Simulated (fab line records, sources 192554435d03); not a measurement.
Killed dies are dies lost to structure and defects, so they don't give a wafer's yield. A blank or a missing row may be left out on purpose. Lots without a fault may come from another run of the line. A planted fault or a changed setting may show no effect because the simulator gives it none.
Chamber matching | flow n5_finfet | N5_MOL_CONTACT_COAG_ETCH_91 on rie_diel-03: 4 sister chambers
The step etches SOC in N2/H2, target depth 60 nm, overetch 21 nm, time 101.2 s. 8 wafers are shown with their chamber, then 8 later ones without.

WAFERS WITH THEIR CHAMBER
wafer  | chamber | drypump_motor_current_A (A) | showerhead_plenum_p_Torr (Torr)
L085.3 | 3       | 5.9                         | 2.61
L086.3 | 3       | 5.9                         | 2.61
L089.5 | 1       | 5.4                         | 2.55
L089.6 | 0       | 5.3                         | 2.66
L092.1 | 2       | 5.2                         | 2.52
L092.2 | 1       | 5.4                         | 2.55
L092.5 | 2       | 5.2                         | 2.52
L093.2 | 0       | 5.4                         | 2.65

WAFERS WITHOUT THEIR CHAMBER
wafer  | drypump_motor_current_A (A) | showerhead_plenum_p_Torr (Torr)
L093.4 | 5.2                         | 2.51
L093.6 | 6.0                         | 2.61
L096.1 | 5.9                         | 2.61
L096.2 | 5.4                         | 2.55
L096.3 | 5.2                         | 2.51
L097.1 | 5.2                         | 2.51
L097.4 | 5.9                         | 2.60
L097.5 | 5.4                         | 2.55

WHICH CHAMBER EACH WENT THROUGH
wafer  | from the rows above | in truth
L093.4 | 2                   | 2
L093.6 | 3                   | 3
L096.1 | 3                   | 3
L096.2 | 1                   | 1
L096.3 | 2                   | 2
L097.1 | 2                   | 2
L097.4 | 3                   | 3
L097.5 | 1                   | 1
Placed correctly: 8 of 8. Can't be placed from these rows: 0. Placed wrongly: 0.
How it was worked out, from the rows above alone: a wafer's distance from a chamber is the root of the sum, over the readings, of the square of ((its reading less the chamber's mean) divided by the reading's scatter). The wafer belongs to the nearest chamber; if the next one is less than 2 further off, it can't be placed. A chamber's mean is the mean of its shown wafers. The scatter: the root of (the sum of the squares of (reading less its chamber's mean) over the shown wafers, divided by (wafers less chambers)).
